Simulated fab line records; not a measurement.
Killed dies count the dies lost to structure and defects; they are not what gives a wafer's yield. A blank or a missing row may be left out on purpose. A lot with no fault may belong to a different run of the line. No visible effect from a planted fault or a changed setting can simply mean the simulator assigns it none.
fab line records + flow n5-finfet
[record]
- lots = 14
- wafers = 42
- last-day = 18
route steps=1938 shown BEOL_M5@1182 BEOL_M6@1198
lots that met no fault: taken from a fault-free run of the same line
start-h: start of the lot's first displayed wafer, in hours after the record's first day + wait-h: hours since the lot's step before + " repeats the value in the row above + L1.1+2: a row that stands for several wafers + - no value, or no start given + * or withheld: withheld + < > ~ a bound
route shown NAME@n: names a module that has steps shown in the file, with the first one's number in the route + usual: mean/standard deviation of fault-free wafers + same: alike in all rows + chamber/n: place in a boat + sites: each site's reading + _std_site: the values' standard deviation + _edge_site: inner sites' mean taken away from outer sites' mean + radius-mm: how far each site lies from the wafer's centre + mask NAME#n: copy n + behind: the most recent tool/chamber to have shaped the wafer + hold: why the lot was held/for how many hours/how that ended + device: whichever transistor did not switch (one of n, p or np) + end of line: the route-end tests of the same wafers + where a step has no rows: the recipe by itself + killed: at the first sort, the dies lost to defects and structure; wafer yield is something else + map: dies across one wafer; x = killed, . = not, _ = none there
set.NAME: setting as actually run; set.NAME@STEP: the setting as run at that earlier step + model.NAME: the simulator's own value behind a step, which no gauge read
one table for each step of the route and one row for each wafer, over a sample of lots
services: when a tool's chamber went out of use (start-h, in hours from the record's first day, below 0 if earlier), for how many hours, and the reason
[[steps]]
[step N5_BEOL_M5_ANNEAL_89]
[recipe]
- temp-c = 400
- time-s = 1800
- ambient = vacuum
[usual]
- heater-power-w = 833/65
| lot.wafer | tool           | chamber | start-h | wait-h | heater-power-w |
|-----------|----------------|---------|---------|--------|----------------|
| L654.2    | pvd-sputter-01 | -       | 177.48  | 0.0    | 793            |
| L654.3    | "              | -       | "       | "      | 738            |
| L654.6    | "              | -       | "       | "      | 904            |
| L656.1    | pvd-sputter-03 | -       | 179.38  | 0.0    | 864            |
| L656.4    | "              | -       | "       | "      | 810            |
| L656.6    | "              | -       | "       | "      | 793            |
| L655.2    | pvd-sputter-01 | -       | 184.79  | 0.0    | 973            |
| L655.5    | "              | -       | "       | "      | 880            |
| L655.6    | "              | -       | "       | "      | 729            |
| L657.2    | pvd-sputter-02 | -       | 188.01  | 0.0    | 934            |
| L657.5    | "              | -       | "       | "      | 935            |
| L657.6    | "              | -       | "       | "      | 831            |
| L659.1    | pvd-sputter-03 | -       | 199.91  | 0.0    | 879            |
| L659.2    | "              | -       | "       | "      | 781            |
| L659.4    | "              | -       | "       | "      | 805            |
| L660.1    | pvd-sputter-01 | -       | 213.44  | 0.0    | 981            |
| L660.3    | "              | -       | "       | "      | 727            |
| L660.4    | "              | -       | "       | "      | 893            |
| L661.1    | pvd-sputter-03 | -       | 219.82  | 0.0    | 772            |
| L661.3    | "              | -       | "       | "      | 825            |
| L661.5    | "              | -       | "       | "      | 809            |
| L663.1    | pvd-sputter-02 | -       | 228.86  | 0.0    | 918            |
| L663.5    | "              | -       | "       | "      | 839            |
| L663.6    | "              | -       | "       | "      | 925            |
| L664.3    | pvd-sputter-03 | -       | 240.57  | 0.0    | 771            |
| L664.4    | "              | -       | "       | "      | 889            |
| L664.5    | "              | -       | "       | "      | 798            |
| L665.1    | pvd-sputter-02 | -       | 247.05  | 0.0    | 931            |
| L665.4    | "              | -       | "       | "      | 815            |
| L665.5    | "              | -       | "       | "      | 784            |
| L666.1    | pvd-sputter-03 | -       | 250.21  | 0.0    | 781            |
| L666.2    | "              | -       | "       | "      | 806            |
| L666.5    | "              | -       | "       | "      | 818            |
| L667.3    | pvd-sputter-02 | -       | 255.34  | 0.0    | 828            |
| L667.4    | "              | -       | "       | "      | 818            |
| L667.6    | "              | -       | "       | "      | 945            |
| L676.2    | pvd-sputter-01 | -       | 307.37  | 0.0    | 731            |
| L676.3    | "              | -       | "       | "      | 996            |
| L676.4    | "              | -       | "       | "      | 916            |
| L677.1    | pvd-sputter-03 | -       | 323.54  | 0.0    | 799            |
| L677.2    | "              | -       | "       | "      | 786            |
| L677.6    | "              | -       | "       | "      | 796            |
[step N5_BEOL_M5_ANNEAL_51]
[recipe]
- temp-c = 225
- time-s = 90
- ambient = N2
[usual]
- wafer_temp_C_max = 226.06/0.23
| lot.wafer | tool          | chamber | start-h | wait-h | wafer_temp_C_max |
|-----------|---------------|---------|---------|--------|------------------|
| L654.2    | rtp-anneal-01 | 0       | 178.74  | 0.1    | 226.04           |
| L654.3    | "             | 0       | "       | "      | 226.15           |
| L654.6    | "             | 0       | "       | "      | 226.03           |
| L656.1    | rtp-anneal-02 | 0       | 180.63  | 0.1    | 226.04           |
| L656.4    | "             | 0       | "       | "      | 226.44           |
| L656.6    | "             | 0       | "       | "      | 226.33           |
| L655.2    | rtp-anneal-02 | 0       | 186.04  | 0.1    | 226.04           |
| L655.5    | "             | 0       | "       | "      | 226.36           |
| L655.6    | "             | 0       | "       | "      | 226.22           |
| L657.2    | rtp-anneal-02 | 0       | 189.26  | 0.1    | 225.89           |
| L657.5    | "             | 0       | "       | "      | 226.02           |
| L657.6    | "             | 0       | "       | "      | 225.74           |
| L659.1    | rtp-anneal-02 | 0       | 201.12  | 0.1    | 225.83           |
| L659.2    | "             | 0       | "       | "      | 225.93           |
| L659.4    | "             | 0       | "       | "      | 225.96           |
| L660.1    | rtp-anneal-01 | 0       | 214.67  | 0.1    | 226.13           |
| L660.3    | "             | 0       | "       | "      | 226.20           |
| L660.4    | "             | 0       | "       | "      | 226.04           |
| L661.1    | rtp-anneal-02 | 0       | 221.03  | 0.1    | 226.05           |
| L661.3    | "             | 0       | "       | "      | 226.00           |
| L661.5    | "             | 0       | "       | "      | 225.78           |
| L663.1    | rtp-anneal-01 | 0       | 230.07  | 0.1    | 226.07           |
| L663.5    | "             | 0       | "       | "      | 225.94           |
| L663.6    | "             | 0       | "       | "      | 226.18           |
| L664.3    | rtp-anneal-02 | 0       | 241.87  | 0.1    | 225.90           |
| L664.4    | "             | 0       | "       | "      | 226.13           |
| L664.5    | "             | 0       | "       | "      | 226.08           |
| L665.1    | rtp-anneal-02 | 0       | 248.26  | 0.1    | 225.69           |
| L665.4    | "             | 0       | "       | "      | 225.83           |
| L665.5    | "             | 0       | "       | "      | 226.28           |
| L666.1    | rtp-anneal-01 | 0       | 251.42  | 0.1    | 226.14           |
| L666.2    | "             | 0       | "       | "      | 225.89           |
| L666.5    | "             | 0       | "       | "      | 225.94           |
| L667.3    | rtp-anneal-02 | 0       | 256.64  | 0.1    | 225.84           |
| L667.4    | "             | 0       | "       | "      | 226.48           |
| L667.6    | "             | 0       | "       | "      | 226.17           |
| L676.2    | rtp-anneal-01 | 0       | 308.63  | 0.1    | 225.95           |
| L676.3    | "             | 0       | "       | "      | 226.27           |
| L676.4    | "             | 0       | "       | "      | 225.75           |
| L677.1    | rtp-anneal-02 | 0       | 324.75  | 0.1    | 226.24           |
| L677.2    | "             | 0       | "       | "      | 225.76           |
| L677.6    | "             | 0       | "       | "      | 226.31           |
[step N5_BEOL_M5_DEP_56]
[recipe]
- material = SiCN
- target-thk-a = 80
- temp-c = withheld
- precursor = 3MS/NH3
- pressure-torr = 3
- rf-w = 202
- time-s = 14
[usual]
- chamber-pressure-Torr = 3.000/0.006
- rf-fwd-power-W = 199.7/1
- showerhead-plenum-p-Torr = 3.664/0.013
- throttle-valve-pct = 8.8/0.43
| lot.wafer | tool     | chamber | start-h | wait-h | chamber-pressure-Torr | rf-fwd-power-W | showerhead-plenum-p-Torr | throttle-valve-pct |
|-----------|----------|---------|---------|--------|-----------------------|----------------|--------------------------|--------------------|
| L654.2    | pecvd-04 | 0       | 179.48  | 0.0    | 3.001                 | 199.1          | 3.676                    | 9.1                |
| L654.3    | "        | 2       | "       | "      | 3.003                 | 199.0          | 3.670                    | 8.3                |
| L654.6    | "        | 2       | "       | "      | 3.002                 | 199.6          | 3.659                    | 8.1                |
| L656.1    | pecvd-02 | 2       | 181.62  | 0.0    | 3.005                 | 198.9          | 3.701                    | 9.2                |
| L656.4    | "        | 2       | "       | "      | 2.992                 | 198.2          | 3.691                    | 9.2                |
| L656.6    | "        | 0       | "       | "      | 3.002                 | 200.0          | 3.663                    | 8.8                |
| L655.2    | pecvd-02 | 2       | 186.78  | 0.0    | 2.991                 | 197.6          | 3.688                    | 8.9                |
| L655.5    | "        | 2       | "       | "      | 2.997                 | 197.6          | 3.704                    | 9.2                |
| L655.6    | "        | 0       | "       | "      | 2.996                 | 200.5          | 3.671                    | 8.9                |
| L657.2    | pecvd-01 | 0       | 190.00  | 0.0    | 2.998                 | 199.7          | 3.641                    | 9.0                |
| L657.5    | "        | 1       | "       | "      | 3.000                 | 199.6          | 3.652                    | 9.3                |
| L657.6    | "        | 2       | "       | "      | 3.006                 | 198.6          | 3.652                    | 8.1                |
| L659.1    | pecvd-02 | 2       | 201.91  | 0.0    | 3.001                 | 198.0          | 3.706                    | 9.3                |
| L659.2    | "        | 0       | "       | "      | 2.996                 | 199.8          | 3.670                    | 8.9                |
| L659.4    | "        | 2       | "       | "      | 2.993                 | 198.7          | 3.696                    | 9.3                |
| L660.1    | pecvd-04 | 1       | 215.46  | 0.0    | 2.997                 | 200.5          | 3.658                    | 9.1                |
| L660.3    | "        | 2       | "       | "      | 3.014                 | 198.0          | 3.663                    | 8.0                |
| L660.4    | "        | 0       | "       | "      | 3.010                 | 200.0          | 3.664                    | 9.2                |
| L661.1    | pecvd-04 | 1       | 221.81  | 0.0    | 3.005                 | 200.9          | 3.666                    | 9.0                |
| L661.3    | "        | 0       | "       | "      | 3.000                 | 200.1          | 3.665                    | 9.3                |
| L661.5    | "        | 2       | "       | "      | 2.997                 | 198.1          | 3.676                    | 8.3                |
| L663.1    | pecvd-04 | 0       | 230.85  | 0.0    | 3.008                 | 200.5          | 3.670                    | 9.2                |
| L663.5    | "        | 1       | "       | "      | 3.000                 | 200.3          | 3.661                    | 9.0                |
| L663.6    | "        | 0       | "       | "      | 3.001                 | 201.0          | 3.668                    | 9.0                |
| L664.3    | pecvd-04 | 1       | 242.57  | 0.0    | 2.992                 | 200.8          | 3.665                    | 8.9                |
| L664.4    | "        | 2       | "       | "      | 2.999                 | 198.8          | 3.652                    | 8.3                |
| L664.5    | "        | 1       | "       | "      | 2.998                 | 199.9          | 3.665                    | 8.9                |
| L665.1    | pecvd-01 | 0       | 249.14  | 0.0    | 3.006                 | 199.0          | 3.643                    | 9.0                |
| L665.4    | "        | 2       | "       | "      | 2.997                 | 199.3          | 3.664                    | 8.2                |
| L665.5    | "        | 0       | "       | "      | 3.009                 | 198.4          | 3.633                    | 9.1                |
| L666.1    | pecvd-04 | 0       | 252.21  | 0.0    | 3.003                 | 199.4          | 3.670                    | 9.0                |
| L666.2    | "        | 1       | "       | "      | 3.000                 | 200.5          | 3.666                    | 8.8                |
| L666.5    | "        | 2       | "       | "      | 2.998                 | 199.4          | 3.664                    | 8.4                |
| L667.3    | pecvd-04 | 1       | 257.34  | 0.0    | 3.002                 | 200.6          | 3.652                    | 8.8                |
| L667.4    | "        | 1       | "       | "      | 3.000                 | 201.1          | 3.664                    | 8.8                |
| L667.6    | "        | 2       | "       | "      | 2.998                 | 198.1          | 3.663                    | 8.3                |
| L676.2    | pecvd-02 | 0       | 309.37  | 0.0    | 3.010                 | 201.0          | 3.668                    | 9.2                |
| L676.3    | "        | 2       | "       | "      | 3.005                 | 199.2          | 3.690                    | 8.7                |
| L676.4    | "        | 1       | "       | "      | 3.001                 | 201.2          | 3.677                    | 9.4                |
| L677.1    | pecvd-04 | 2       | 325.54  | 0.0    | 2.999                 | 197.4          | 3.657                    | 8.3                |
| L677.2    | "        | 1       | "       | "      | 2.995                 | 200.8          | 3.665                    | 8.8                |
| L677.6    | "        | 2       | "       | "      | 3.010                 | 197.9          | 3.653                    | 8.5                |
[step N5_BEOL_M6_HM_DEP_02]
[recipe]
- material = TiN
- target-thk-a = 200
- temp-c = 25
- chamber-pressure-pa = 0.49996
[usual]
- chamber-pressure-pa = 0.5000/0.00098
- substrate-temp-c = 25.01/0.1
- throttle-valve-pct = 29.8/0.99
| lot.wafer | tool           | chamber | start-h | wait-h | chamber-pressure-pa | substrate-temp-c | throttle-valve-pct |
|-----------|----------------|---------|---------|--------|---------------------|------------------|--------------------|
| L654.2    | pvd-sputter-01 | -       | 180.77  | 0.5    | 0.5006              | 24.78            | 30.1               |
| L654.3    | "              | -       | "       | "      | 0.4987              | 25.11            | 30.3               |
| L654.6    | "              | -       | "       | "      | 0.5003              | 24.85            | 29.6               |
| L656.1    | pvd-sputter-02 | -       | 183.55  | 1.2    | 0.4989              | 24.94            | 29.1               |
| L656.4    | "              | -       | "       | "      | 0.4997              | 25.08            | 29.1               |
| L656.6    | "              | -       | "       | "      | 0.5002              | 25.00            | 29.2               |
| L655.2    | pvd-sputter-02 | -       | 189.57  | 2.0    | 0.5005              | 25.12            | 29.1               |
| L655.5    | "              | -       | "       | "      | 0.5002              | 25.02            | 29.3               |
| L655.6    | "              | -       | "       | "      | 0.4984              | 24.98            | 29.4               |
| L657.2    | pvd-sputter-03 | -       | 192.68  | 1.9    | 0.4997              | 24.95            | 29.6               |
| L657.5    | "              | -       | "       | "      | 0.4993              | 24.87            | 30.5               |
| L657.6    | "              | -       | "       | "      | 0.5013              | 25.02            | 31.8               |
| L659.1    | pvd-sputter-02 | -       | 202.96  | 0.3    | 0.5001              | 24.92            | 29.3               |
| L659.2    | "              | -       | "       | "      | 0.4994              | 25.08            | 28.7               |
| L659.4    | "              | -       | "       | "      | 0.4994              | 24.86            | 29.4               |
| L660.1    | pvd-sputter-01 | -       | 219.66  | 3.0    | 0.4987              | 25.12            | 30.0               |
| L660.3    | "              | -       | "       | "      | 0.4998              | 25.10            | 30.3               |
| L660.4    | "              | -       | "       | "      | 0.5001              | 24.94            | 29.3               |
| L661.1    | pvd-sputter-01 | -       | 223.26  | 0.7    | 0.4984              | 24.94            | 29.3               |
| L661.3    | "              | -       | "       | "      | 0.5000              | 24.88            | 30.1               |
| L661.5    | "              | -       | "       | "      | 0.5004              | 24.94            | 30.3               |
| L663.1    | pvd-sputter-02 | -       | 234.55  | 2.9    | 0.5001              | 25.02            | 29.0               |
| L663.5    | "              | -       | "       | "      | 0.5005              | 25.13            | 29.1               |
| L663.6    | "              | -       | "       | "      | 0.5016              | 25.06            | 29.4               |
| L664.3    | pvd-sputter-03 | -       | 243.84  | 0.5    | 0.4992              | 24.89            | 31.7               |
| L664.4    | "              | -       | "       | "      | 0.5002              | 24.84            | 28.8               |
| L664.5    | "              | -       | "       | "      | 0.4984              | 24.86            | 31.5               |
| L665.1    | pvd-sputter-03 | -       | 252.08  | 2.2    | 0.4994              | 24.92            | 28.7               |
| L665.4    | "              | -       | "       | "      | 0.4996              | 25.03            | 31.6               |
| L665.5    | "              | -       | "       | "      | 0.4979              | 25.12            | 28.6               |
| L666.1    | pvd-sputter-02 | -       | 256.43  | 3.5    | -                   | -                | -                  |
| L666.2    | "              | -       | "       | "      | -                   | -                | -                  |
| L666.5    | "              | -       | "       | "      | -                   | -                | -                  |
| L667.3    | pvd-sputter-02 | -       | 260.72  | 2.1    | -                   | -                | -                  |
| L667.4    | "              | -       | "       | "      | -                   | -                | -                  |
| L667.6    | "              | -       | "       | "      | -                   | -                | -                  |
| L676.2    | pvd-sputter-02 | -       | 313.84  | 3.2    | 0.5004              | 24.99            | 28.4               |
| L676.3    | "              | -       | "       | "      | 0.4993              | 25.12            | 29.0               |
| L676.4    | "              | -       | "       | "      | 0.4985              | 25.07            | 29.2               |
| L677.1    | pvd-sputter-03 | -       | 327.37  | 0.5    | 0.5002              | 25.01            | 30.4               |
| L677.2    | "              | -       | "       | "      | 0.4987              | 24.99            | 29.6               |
| L677.6    | "              | -       | "       | "      | 0.4990              | 25.10            | 31.8               |
[step N5_BEOL_M6_HM_OPEN_17]
[recipe]
- chemistry = Cl2/BCl3
- target-depth-a = 200
- overetch-a = 60
- target = TiN
- mask-material = SOC
- ion-energy-ev = 150
- pressure-mtorr = 10
- icp-w = 1000
- bias-w = 126
- Cl2_flow_sccm = 53.25
- bcl3-flow-sccm = 21.75
- Ar_flow_sccm = 25
[usual]
- drypump-motor-current-A = 5.7/0.41
- oes-product-au = 0.61/0.097
- throttle-valve-pct = 22.32/0.19
| lot.wafer | tool         | chamber | start-h | wait-h | drypump-motor-current-A | oes-product-au | rf-hours-counter-h | throttle-valve-pct |
|-----------|--------------|---------|---------|--------|-------------------------|----------------|--------------------|--------------------|
| L654.2    | rie-metal-01 | 1       | 181.71  | 0.0    | 6.1                     | 0.56           | 94                 | 22.54              |
| L654.3    | "            | 1       | "       | "      | 6.1                     | 0.56           | -                  | 22.54              |
| L654.6    | "            | 1       | "       | "      | 6.1                     | 0.56           | -                  | 22.54              |
| L656.1    | rie-metal-02 | 1       | 184.41  | 0.0    | 6.1                     | 0.57           | 82                 | 22.39              |
| L656.4    | "            | 1       | "       | "      | 6.1                     | 0.58           | -                  | 22.38              |
| L656.6    | "            | 0       | "       | "      | 5.1                     | 0.67           | -                  | 22.05              |
| L655.2    | rie-metal-01 | 0       | 190.44  | 0.0    | 5.7                     | 0.51           | 124                | 22.34              |
| L655.5    | "            | 0       | "       | "      | 5.6                     | 0.51           | -                  | 22.34              |
| L655.6    | "            | 1       | "       | "      | 6.1                     | 0.57           | -                  | 22.54              |
| L657.2    | rie-metal-01 | 1       | 193.97  | 0.0    | 6.1                     | 0.59           | 95                 | 22.51              |
| L657.5    | "            | 1       | "       | "      | 6.1                     | 0.58           | -                  | 22.53              |
| L657.6    | "            | 0       | "       | "      | 5.6                     | 0.52           | -                  | 22.35              |
| L659.1    | rie-metal-03 | 0       | 203.80  | 0.0    | 5.7                     | 0.50           | 122                | 22.48              |
| L659.2    | "            | 1       | "       | "      | 5.1                     | 0.78           | 3                  | 22.02              |
| L659.4    | "            | 1       | "       | "      | 5.1                     | 0.78           | -                  | 22.03              |
| L660.1    | rie-metal-02 | 1       | 220.61  | 0.0    | 6.1                     | 0.57           | 85                 | 22.40              |
| L660.3    | "            | 0       | "       | "      | 5.1                     | 0.66           | -                  | 22.05              |
| L660.4    | "            | 1       | "       | "      | 6.1                     | 0.57           | -                  | 22.40              |
| L661.1    | rie-metal-01 | 0       | 224.12  | 0.0    | 5.6                     | 0.50           | 127                | 22.36              |
| L661.3    | "            | 0       | "       | "      | 5.6                     | 0.50           | -                  | 22.38              |
| L661.5    | "            | 0       | "       | "      | 5.6                     | 0.50           | -                  | 22.35              |
| L663.1    | rie-metal-02 | 0       | 235.29  | 0.0    | 5.1                     | 0.66           | 39                 | 22.07              |
| L663.5    | "            | 1       | "       | "      | 6.1                     | 0.57           | -                  | 22.38              |
| L663.6    | "            | 0       | "       | "      | 5.1                     | 0.65           | -                  | 22.06              |
| L664.3    | rie-metal-02 | 0       | 244.61  | 0.1    | 5.1                     | 0.65           | -                  | 22.05              |
| L664.4    | "            | 1       | "       | "      | 6.1                     | 0.57           | -                  | 22.40              |
| L664.5    | "            | 1       | "       | "      | 6.1                     | 0.57           | -                  | 22.39              |
| L665.1    | rie-metal-02 | 0       | 252.83  | 0.0    | 5.1                     | 0.65           | 40                 | 22.06              |
| L665.4    | "            | 1       | "       | "      | 6.1                     | 0.56           | -                  | 22.39              |
| L665.5    | "            | 0       | "       | "      | 5.1                     | 0.65           | -                  | 22.07              |
| L666.1    | rie-metal-01 | 1       | 257.29  | 0.0    | 6.1                     | 0.24           | 99                 | 23.20              |
| L666.2    | "            | 1       | "       | "      | 6.1                     | 0.25           | -                  | 23.19              |
| L666.5    | "            | 1       | "       | "      | 6.1                     | 0.25           | -                  | 23.17              |
| L667.3    | rie-metal-03 | 0       | 261.66  | 0.1    | 5.7                     | 0.22           | -                  | 23.10              |
| L667.4    | "            | 0       | "       | "      | 5.7                     | 0.22           | -                  | 23.10              |
| L667.6    | "            | 0       | "       | "      | 5.7                     | 0.22           | -                  | 23.11              |
| L676.2    | rie-metal-01 | 1       | 314.72  | 0.0    | 6.1                     | 0.54           | 105                | 22.57              |
| L676.3    | "            | 0       | "       | "      | 5.6                     | 0.79           | -                  | 22.23              |
| L676.4    | "            | 1       | "       | "      | 6.1                     | 0.55           | -                  | 22.55              |
| L677.1    | rie-metal-03 | 0       | 331.20  | 0.0    | 5.7                     | 0.83           | 2                  | 22.01              |
| L677.2    | "            | 1       | "       | "      | 5.1                     | 0.75           | 13                 | 22.01              |
| L677.6    | "            | 1       | "       | "      | 5.1                     | 0.74           | -                  | 22.03              |
[step N5_BEOL_M6_CD_MEAS_18]
[recipe]
- pitch-nm = 80
- target-cd-nm = 40
[usual]
- cd-nm = 40.1/0.53
| lot.wafer | tool      | chamber | start-h | wait-h | cd-nm |
|-----------|-----------|---------|---------|--------|-------|
| L654.2    | cd-sem-01 | -       | 181.90  | 0.1    | 39.4  |
| L654.3    | "         | -       | "       | "      | 40.0  |
| L654.6    | "         | -       | "       | "      | 39.0  |
| L656.1    | cd-sem-03 | -       | 184.59  | 0.0    | 40.9  |
| L656.4    | "         | -       | "       | "      | 41.3  |
| L656.6    | "         | -       | "       | "      | 40.5  |
| L655.2    | cd-sem-02 | -       | 190.62  | 0.1    | 41.0  |
| L655.5    | "         | -       | "       | "      | 39.7  |
| L655.6    | "         | -       | "       | "      | 40.0  |
| L657.2    | cd-sem-01 | -       | 194.35  | 0.1    | 40.2  |
| L657.5    | "         | -       | "       | "      | 40.4  |
| L657.6    | "         | -       | "       | "      | 39.5  |
| L659.1    | cd-sem-02 | -       | 203.98  | 0.0    | 40.5  |
| L659.2    | "         | -       | "       | "      | 39.7  |
| L659.4    | "         | -       | "       | "      | 40.1  |
| L660.1    | cd-sem-01 | -       | 220.82  | 0.0    | 40.5  |
| L660.3    | "         | -       | "       | "      | 39.6  |
| L660.4    | "         | -       | "       | "      | 39.9  |
| L661.1    | cd-sem-01 | -       | 224.54  | 0.0    | 40.0  |
| L661.3    | "         | -       | "       | "      | 39.5  |
| L661.5    | "         | -       | "       | "      | 39.1  |
| L663.1    | cd-sem-02 | -       | 235.68  | 0.0    | 40.4  |
| L663.5    | "         | -       | "       | "      | 39.2  |
| L663.6    | "         | -       | "       | "      | 40.2  |
| L664.3    | cd-sem-01 | -       | 244.76  | 0.1    | 40.2  |
| L664.4    | "         | -       | "       | "      | 39.9  |
| L664.5    | "         | -       | "       | "      | 40.3  |
| L665.1    | cd-sem-02 | -       | 253.01  | 0.0    | 39.9  |
| L665.4    | "         | -       | "       | "      | 39.7  |
| L665.5    | "         | -       | "       | "      | 39.9  |
| L666.1    | cd-sem-03 | -       | 257.63  | 0.0    | -     |
| L666.2    | "         | -       | "       | "      | -     |
| L666.5    | "         | -       | "       | "      | -     |
| L667.3    | cd-sem-03 | -       | 261.94  | 0.1    | -     |
| L667.4    | "         | -       | "       | "      | -     |
| L667.6    | "         | -       | "       | "      | -     |
| L676.2    | cd-sem-02 | -       | 314.90  | 0.1    | 39.6  |
| L676.3    | "         | -       | "       | "      | 40.5  |
| L676.4    | "         | -       | "       | "      | 40.1  |
| L677.1    | cd-sem-01 | -       | 331.58  | 0.0    | 40.0  |
| L677.2    | "         | -       | "       | "      | 39.5  |
| L677.6    | "         | -       | "       | "      | 39.0  |
[[services]]
| tool           | chamber | start-h | hours | kind                          |
|----------------|---------|---------|-------|-------------------------------|
| pecvd-01       | 0       | 166.99  | 2.1   | scheduled-down                |
| pecvd-02       | 2       | 191.46  | 2.1   | scheduled-down                |
| pecvd-02       | -       | 206.05  | 3.1   | repair                        |
| rie-metal-03   | 0       | 213.09  | 4.3   | repair                        |
| pecvd-02       | 2       | 215.16  | -     | clean                         |
| pecvd-02       | 2       | 215.16  | -     | consumable-replace:showerhead |
| pecvd-02       | 2       | 215.16  | 29.0  | scheduled-down                |
| pecvd-02       | 2       | 215.16  | 29.0  | vent-cycle                    |
| pecvd-02       | -       | 217.20  | 2.8   | pm                            |
| rie-metal-01   | 1       | 217.82  | 15.9  | repair                        |
| pecvd-02       | 1       | 235.00  | 3.7   | repair                        |
| rie-metal-03   | 1       | 245.22  | 17.3  | repair                        |
| rie-metal-01   | 0       | 250.39  | -     | clean                         |
| rie-metal-01   | 0       | 250.39  | 15.3  | scheduled-down                |
| rie-metal-01   | 0       | 250.39  | 15.3  | vent-cycle                    |
| rie-metal-03   | 0       | 262.53  | -     | clean                         |
| rie-metal-03   | 0       | 262.53  | 29.8  | scheduled-down                |
| rie-metal-03   | 0       | 262.53  | 29.8  | vent-cycle                    |
| pecvd-04       | 1       | 265.09  | 6.4   | repair                        |
| pecvd-04       | 0       | 266.24  | 2.1   | scheduled-down                |
| pecvd-02       | 2       | 267.67  | 5.0   | scheduled-down                |
| pecvd-01       | 1       | 298.30  | 2.1   | scheduled-down                |
| pecvd-04       | 0       | 302.31  | 12.1  | repair                        |
| pvd-sputter-01 | -       | 310.44  | 9.1   | repair                        |
[[key]]
[first-sign]
- step = N5_BEOL_M6_HM_DEP_02
- reading = tool-record
- direction = missing
[effect]
- step = N5_BEOL_M6_HM_OPEN_17
- reading = oes-product-au
- direction = down
- sigmas = 3.9
- usual = 0.61
- struck = 0.23
[effect]
- step = N5_BEOL_M6_CD_MEAS_18
- reading = cd-nm
- direction = missing
met-at N5_BEOL_M6_HM_DEP_02
struck-lots L666,L667
later-rows-left-out L666.1,L666.2,L666.5,L667.3,L667.4,L667.6
sort-left-out L666.1,L666.2,L666.5,L667.3,L667.4,L667.6
not-acting-at N5_BEOL_M5_ANNEAL_89,N5_BEOL_M5_ANNEAL_51,N5_BEOL_M5_DEP_56
onset-between 234.55 256.43
[fault]
- kind = skipped-step-whole
- tool = pvd-sputter-02
- chamber = -
- onset-h = 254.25
- steps = N5_BEOL_M6_HM_DEP_02
- scope = struck-lots-only
// sort-left-out: the simulated sort isn't trusted on such a fault, so these wafers' sort isn't shown, and their yield isn't known
// later-rows-left-out: the simulator's readings of these wafers behind a module that went badly wrong aren't trusted and aren't shown, but for the sort
